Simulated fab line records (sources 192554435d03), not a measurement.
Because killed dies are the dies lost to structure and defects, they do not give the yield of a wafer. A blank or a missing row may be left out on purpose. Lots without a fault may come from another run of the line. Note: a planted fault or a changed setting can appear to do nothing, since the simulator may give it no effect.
Which tool was responsible? -- flow n5Finfet -- 11 lots with 33 wafers sampled at 3 steps, on a route of 1938 steps

## WHAT THE GAUGES SHOWED, per wafer
N5_BEOL_M13_INSPECT_12: inspects for defects (macro).
lot,measured,on,rawDefectCount
L172,day 11 00:47,defectInspect-01,6 3 1
L173,day 11 10:36,defectInspect-01,6 0 1
L175,day 11 13:00,defectInspect-01,2 1 0
L174,day 11 19:23,defectInspect-01,4 1 0
L179,day 12 21:46,defectInspect-02,4 1 4
L181,day 13 03:04,defectInspect-01,0 5 4
L183,day 13 15:46,defectInspect-02,1 4 3
L187,day 14 23:22,defectInspect-02,2 1 2
L191,day 15 11:10,defectInspect-02,3 4 3
L194,day 16 17:26,defectInspect-01,1 3 1
L195,day 16 22:14,defectInspect-01,4 2 1

## TOOL THAT RAN EACH LOT (tool first, then ch and the chambers of the sampled wafers, then the start)
lot,N5_BEOL_M12_SPUTTER_44,N5_BEOL_M12_ANNEAL_48
L172,"pvdSputter-03, day 10 23:01","rtpAnneal-02 ch 0, day 10 23:23"
L173,"pvdSputter-02, day 11 08:49","rtpAnneal-01 ch 0, day 11 09:11"
L175,"pvdSputter-02, day 11 11:13","rtpAnneal-01 ch 0, day 11 11:37"
L174,"pvdSputter-01, day 11 17:27","rtpAnneal-01 ch 0, day 11 18:04"
L179,"pvdSputter-01, day 12 20:08","rtpAnneal-02 ch 0, day 12 20:34"
L181,"pvdSputter-02, day 13 01:07","rtpAnneal-01 ch 0, day 13 01:40"
L183,"pvdSputter-02, day 13 14:00","rtpAnneal-02 ch 0, day 13 14:26"
L187,"pvdSputter-02, day 14 20:38","rtpAnneal-01 ch 0, day 14 21:47"
L191,"pvdSputter-02, day 15 08:44","rtpAnneal-01 ch 0, day 15 09:46"
L194,"pvdSputter-02, day 16 15:37","rtpAnneal-01 ch 0, day 16 16:08"
L195,"pvdSputter-02, day 16 20:08","rtpAnneal-02 ch 0, day 16 20:54"
- N5_BEOL_M12_SPUTTER_44: material Ta, target thk 10 nm, time 16.13 s.
- N5_BEOL_M12_ANNEAL_48: time 90 s.

## AS READ BY THE TOOLS THEMSELVES (means over the sampled wafers that have a number; for cases with no such wafer, the mark the record gives instead)
N5_BEOL_M12_SPUTTER_44.
lot,tool,substrateTempC (C),throttleValvePct (%)
L172,pvdSputter-03,50.02,30.0
L173,pvdSputter-02,49.99,30.3
L175,pvdSputter-02,50.00,30.3
L174,pvdSputter-01,49.99,30.3
L179,pvdSputter-01,49.89,29.9
L181,pvdSputter-02,49.94,29.6
L183,pvdSputter-02,50.11,29.8
L187,pvdSputter-02,49.94,29.9
L191,pvdSputter-02,49.92,30.1
L194,pvdSputter-02,49.94,30.5
L195,pvdSputter-02,49.96,30.2

N5_BEOL_M12_ANNEAL_48.
lot,tool,wafer_temp_C_max
L172,rtpAnneal-02,226.4
L173,rtpAnneal-01,225.5
L175,rtpAnneal-01,225.7
L174,rtpAnneal-01,225.5
L179,rtpAnneal-02,226.8
L181,rtpAnneal-01,225.6
L183,rtpAnneal-02,226.4
L187,rtpAnneal-01,225.8
L191,rtpAnneal-01,225.6
L194,rtpAnneal-01,225.6
L195,rtpAnneal-02,226.7

## THE ANSWER, worked out from the rows above alone
Rule: the usual values come from the lots themselves. The widest of any qualifying gaps counts: lots, ordered by their means at a reading, are off when they make up no more than a third of the lots, leave a main group of 4 or more, and stand apart from it by 3 or more times the standard deviation of that group's means. A main group is skipped when, at the precision printed for the reading in the tables above, its means are all equal. A lot without any number at a reading at which 4 lots or more have one is off too. Any other lot the step has rows for is counted as sound. First the gauges in route order, then the tools' own readings, where a lot's mean is used as printed above. The first step at which some lot is off is used, and at that step the reading that is off furthest; a lot without a number counts as furthest.
Nothing can be told from this: no lot is off at any reading shown.

## WHAT WAS PUT IN BY THE SIMULATOR
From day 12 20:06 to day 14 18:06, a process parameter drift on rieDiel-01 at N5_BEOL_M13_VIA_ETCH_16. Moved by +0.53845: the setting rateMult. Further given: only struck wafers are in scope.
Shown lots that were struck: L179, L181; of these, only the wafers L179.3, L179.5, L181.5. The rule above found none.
